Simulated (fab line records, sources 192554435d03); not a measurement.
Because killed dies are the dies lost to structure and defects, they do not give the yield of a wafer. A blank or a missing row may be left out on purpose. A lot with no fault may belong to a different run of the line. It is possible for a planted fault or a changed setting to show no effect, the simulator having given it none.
Matching of chambers ; flow n5Finfet ; 4 sister chambers for N5_PASSIVATION_STRIP_34 on rieDiel-02
The step strips in O2. 4 wafers are shown with their chamber, then 7 later ones without.

WAFERS WITH THEIR CHAMBER
wafer;chamber;showerheadPlenumPTorr (Torr)
L792.1;1;2.03
L796.4;0;2.06
L805.3;3;2.18
L805.4;2;2.02

WAFERS WITH NO CHAMBER GIVEN
wafer;showerheadPlenumPTorr (Torr)
L805.5;2.18
L808.2;2.18
L808.3;2.02
L808.4;2.01
L810.2;2.01
L810.3;2.17
L810.4;2.02

EACH ONE'S CHAMBER
wafer;from the rows above;in truth
L805.5;3;3
L808.2;3;3
L808.3;can't be placed: 2 or 1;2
L808.4;can't be placed: 2 or 1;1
L810.2;can't be placed: 2 or 1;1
L810.3;3;3
L810.4;can't be placed: 2 or 1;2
Correct placement for 3 of the 7. Unplaceable from these rows: 4, with the true chamber sitting among the candidates in 4. Wrongly placed: 0.
How it was worked out, from the rows above alone: a wafer's distance from a chamber is the root of the sum, over the readings, of the square of ((its reading less the chamber's mean) divided by the reading's scatter). The wafer belongs to the nearest chamber; if the next one is less than 2 further off, it can't be placed. Each chamber's mean is taken over the wafers shown for it. The scatter: with one shown wafer a chamber, the root of the mean of the squares of how far each hidden wafer lies from its nearest shown one.
